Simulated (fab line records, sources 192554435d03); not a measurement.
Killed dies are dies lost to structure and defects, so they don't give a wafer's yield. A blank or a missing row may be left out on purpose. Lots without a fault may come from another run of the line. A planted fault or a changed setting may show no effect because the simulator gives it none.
A struck lot beside a sound one | flow n5_finfet | 25 steps out of a route of 1938
Sound: wafers L767.2, L767.4, L767.6. Struck: wafers L762.1, L762.2, L762.6. The cause comes at the end.
At each step with rows: each side's tool, then ch and its chambers, then its first start. Under that, the readings that differ: sound wafers | struck wafers | difference of the means | sigmas: that difference in standard deviations of wafers without a fault.
alike: readings whose means differ by less than 2 such deviations, and words and numbers that are the same on both sides. not compared: withheld readings, readings that some wafer has no value for, bounds like >300 that may hide the same value, and numbers for which the record gives no deviation and whose values overlap.
The two part at a step that has a row with sigmas, a row that says differs or no value, or rows on one side only. Numbers that don't overlap but have no deviation are shown without sigmas and don't part them. A reading that every wafer of one side lacks parts them only if that side has two wafers or more.

first, 11 steps without rows for these wafers: N5_MOL_CONTACT_COAG_ETCHBACK_135 (etches SiO2 in CHF3, target depth 25 nm, time 16.7 s); N5_MOL_CONTACT_COAG_STRIP_118 (strips in CHF3); N5_MOL_CONTACT_COAG_VIA_ETCH_46 (etches SiO2 in C4F6/O2, target depth 46 nm, overetch 9.2 nm, time 40 s); N5_MOL_CONTACT_COAG_STRIP_96 (strips in N2/H2); N5_MOL_CONTACT_COAG_ETCH_47 (etches SiNx in CH3F/O2, stops on W, target depth 27 nm); N5_MOL_CONTACT_COAG_STRIP_119 (strips in N2/H2, time 30 s); N5_MOL_CONTACT_COAG_PRECLEAN_144 (cleans in alkaline clean, time 60 s); N5_MOL_CONTACT_COAG_SRD_145 (time 30 s); N5_MOL_CONTACT_COAG_COAT_62 (time 60 s, resist thk 60 nm); N5_MOL_CONTACT_COAG_COAT_63 (time 60 s, resist thk 10 nm); N5_MOL_CONTACT_COAG_COAT_64 (time 60 s, resist thk 10 nm).
N5_MOL_CONTACT_COAG_COAT_34: resist thk 40 nm.
  sound on litho_track-01 ch 0, day 8 18:08; struck on litho_track-03 ch 0, day 7 10:16
  reading                                               | sound                | struck               | difference | sigmas
  spin_speed_rpm (rpm)                                  | 1499.5 1501.7 1501.3 | 1561.1 1560.0 1559.7 | +59.4      | +63
  model.CAR-EUV_of_MOL_CONTACT_COAG_COAT_34.thk_nm (nm) | 40 40 40             | 39.2 39.2 39.2       | -0.8       |
then, 9 steps without rows for these wafers: N5_MOL_CONTACT_COAG_EBR_36; N5_MOL_CONTACT_COAG_SOFTBAKE_35 (time 60 s); N5_MOL_CONTACT_COAG_EXPOSE_37 (exposes mask VD, defocus 0 nm); N5_MOL_CONTACT_COAG_PEB_38 (peb time 60 s); N5_MOL_CONTACT_COAG_DEVELOP_39 (develop time 30 s); N5_MOL_CONTACT_COAG_DESCUM_45 (chemistry O2, time 7 s); N5_MOL_CONTACT_COAG_ETCH_65 (etches underlayer in N2/H2, target depth 13 nm, time 10.4 s); N5_MOL_CONTACT_COAG_ETCH_66 (etches SiARC in CF4, target depth 13 nm, time 21.7 s); N5_MOL_CONTACT_COAG_ALD_133 (deposits SiO2, target thk 5 nm, pulse time 1 s, co reactant pulse time 1 s).
N5_MOL_CONTACT_COAG_ETCHBACK_134: etches SiO2 in CHF3, target depth 10 nm, time 6.7 s.
  sound on rie_diel-05 ch 0,3, day 8 18:59; struck on rie_diel-02 ch 0,2, day 7 11:43
  reading                                               | sound          | struck         | difference | sigmas
  model.CAR-EUV_of_MOL_CONTACT_COAG_COAT_34.thk_nm (nm) | 15.6 15.4 15.8 | 14.6 14.6 14.8 | -0.9       |
  alike: drypump_motor_current_A, oes_f_703_au, oes_product_au, rf_vpp_V, showerhead_plenum_p_Torr, throttle_valve_pct
  not compared: rf_hours_counter_h
then, 1 step without rows for these wafers: N5_MOL_CONTACT_COAG_ETCH_67 (etches SOC in N2/H2, target depth 60 nm, overetch 21 nm, time 101.2 s).
-- the record jumps here: 3 days lie between the struck wafers' starts before and after (it left off in module MOL_CONTACT_COAG and takes up again in module BEOL_M4, whose first step shown is number 1111 of the route) --
N5_BEOL_M4_RC_MEAS_101:
  sound on prober-02 ch 0, day 12 04:43; struck on prober-01 ch 0, day 10 17:58
  alike: DIBL_N, DIBL_P, IOFF_N, IOFF_P, ION_N, ION_P, SS_N, SS_P, VT_N, VT_P
N5_PASSIVATION_PROBE_49:
  the record has rows for the sound wafers here (prober-02, day 16 14:58) and none for the struck ones

WHERE THEY PART
First at N5_MOL_CONTACT_COAG_COAT_34; last, within this record, at N5_PASSIVATION_PROBE_49.

WHY: what the simulator had put in
Process parameter drift: litho_track-03, from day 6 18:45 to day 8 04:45, at N5_MOL_CONTACT_COAG_COAT_34. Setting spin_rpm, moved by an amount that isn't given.
